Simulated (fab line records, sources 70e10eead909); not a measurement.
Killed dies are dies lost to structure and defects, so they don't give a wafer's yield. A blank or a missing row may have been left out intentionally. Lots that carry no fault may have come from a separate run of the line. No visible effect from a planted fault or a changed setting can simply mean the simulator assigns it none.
What tool caused it? -- flow nand_harc -- 36 wafers from 12 lots sampled at 5 of the route's 1302 steps

## WHAT EACH GAUGE READ, for each wafer
NHARC_A_M1_INSPECT_27.
lot,measured,on,raw_defect_count
L075,day 23 17:59,defect_inspect-02,672 583 449
L074,day 24 04:40,defect_inspect-02,391 482 532
L079,day 24 20:43,defect_inspect-02,747 606 634
L081,day 25 13:46,defect_inspect-02,392 395 364
L083,day 26 13:20,defect_inspect-01,461 553 655
L086,day 27 03:16,defect_inspect-01,426 363 538
L087,day 28 00:04,defect_inspect-02,359 308 417
L089,day 28 23:01,defect_inspect-01,474 571 545
L090,day 29 15:24,defect_inspect-01,417 439 422
L093,day 30 13:53,defect_inspect-01,657 552 443
L095,day 31 12:07,defect_inspect-02,419 710 522
L097,day 32 12:37,defect_inspect-01,367 400 400

## EACH LOT AND THE TOOL THAT RAN IT (in order: tool; ch and the chambers of the sampled wafers; start)
lot,NHARC_A_CONTACT_ETCH_138,NHARC_A_CONTACT_ALD_18,NHARC_A_BLC_ETCH_16,NHARC_A_M0_PVD_20
L075,"har_cap_etch-03 ch 0,1, day 23 02:50","ald_metal-02 ch 2,3, day 23 04:56","rie_diel-03 ch 0,1,2, day 23 07:14","pvd_sputter-02, day 23 17:59 or earlier"
L074,"har_cap_etch-03 ch 0,1, day 23 13:49","ald_metal-01 ch 2,3, day 23 15:52","rie_diel-09 ch 0,3, day 23 18:08","pvd_sputter-01, day 24 04:40 or earlier"
L079,"har_cap_etch-03 ch 0,1, day 24 05:39","ald_metal-02 ch 0,1,2, day 24 07:39","rie_diel-03 ch 0,2, day 24 09:45","pvd_sputter-03, day 24 20:43 or earlier"
L081,"har_cap_etch-01 ch 0,1, day 24 23:11","ald_metal-04 ch 2,3, day 25 01:16","rie_diel-03 ch 0,1,3, day 25 03:25","pvd_sputter-03, day 25 13:46 or earlier"
L083,"har_cap_etch-03 ch 0,1, day 25 22:16","ald_metal-04 ch 0,2,3, day 26 00:26","rie_diel-03 ch 1,2,3, day 26 02:43","pvd_sputter-01, day 26 13:20 or earlier"
L086,"har_cap_etch-03 ch 0,1, day 26 11:35","ald_metal-01 ch 0,3, day 26 14:29","rie_diel-09 ch 0,2,3, day 26 16:41","pvd_sputter-02, day 27 03:16 or earlier"
L087,"har_cap_etch-01 ch 0,1, day 27 08:15","ald_metal-02 ch 0,3, day 27 10:31","rie_diel-09 ch 0,2, day 27 12:52","pvd_sputter-03, day 28 00:04 or earlier"
L089,"har_cap_etch-03 ch 0,1, day 28 08:11","ald_metal-02 ch 0,1,2, day 28 10:19","rie_diel-09 ch 1,2,3, day 28 12:34","pvd_sputter-02, day 28 23:01 or earlier"
L090,"har_cap_etch-03 ch 0,1, day 29 00:12","ald_metal-02 ch 0,1,2, day 29 02:23","rie_diel-03 ch 1,2,3, day 29 04:40","pvd_sputter-01, day 29 15:24 or earlier"
L093,"har_cap_etch-02 ch 0,1, day 29 23:10","ald_metal-02 ch 0,1,3, day 30 01:04","rie_diel-03 ch 0,1,2, day 30 03:17","pvd_sputter-03, day 30 13:53 or earlier"
L095,"har_cap_etch-01 ch 0,1, day 30 21:31","ald_metal-02 ch 1,2,3, day 30 23:32","rie_diel-03 ch 0,1,2, day 31 01:39","pvd_sputter-01, day 31 12:07 or earlier"
L097,"har_cap_etch-03 ch 0,1, day 31 21:23","ald_metal-01 ch 0,1, day 31 23:17","rie_diel-03 ch 1,2,3, day 32 01:32","pvd_sputter-01, day 32 12:37 or earlier"
- NHARC_A_CONTACT_ETCH_138: etches the open film in C4F8/O2/Ar, time 311 s, target depth 1914 nm.
- NHARC_A_CONTACT_ALD_18: deposits TiN, target thk 3 nm, pulse time 1 s, ald cycles 150.
- NHARC_A_BLC_ETCH_16: etches the open film in CF4, target depth 39 nm, time 65 s.
- NHARC_A_M0_PVD_20: deposits TaN, target thk 5 nm, time 8.06 s.

## THE ANSWER, worked out from the rows above alone
Rule: what is usual is taken from the lots themselves. Put in order of their means at a reading, lots are off if they are a third of the lots or fewer, leave a main group of 4 or more, and stand apart from it by a gap of 3 or more times the standard deviation of the main group's means; of several such gaps the widest counts. A main group is skipped when, at the precision printed for the reading in the tables above, its means are all equal. A lot without any number at a reading at which 4 lots or more have one is off too. The other lots that the step has rows for count as sound.
No lot is off at any reading shown: from this, nothing can be told.

## WHAT HAD BEEN PUT IN BY THE SIMULATOR
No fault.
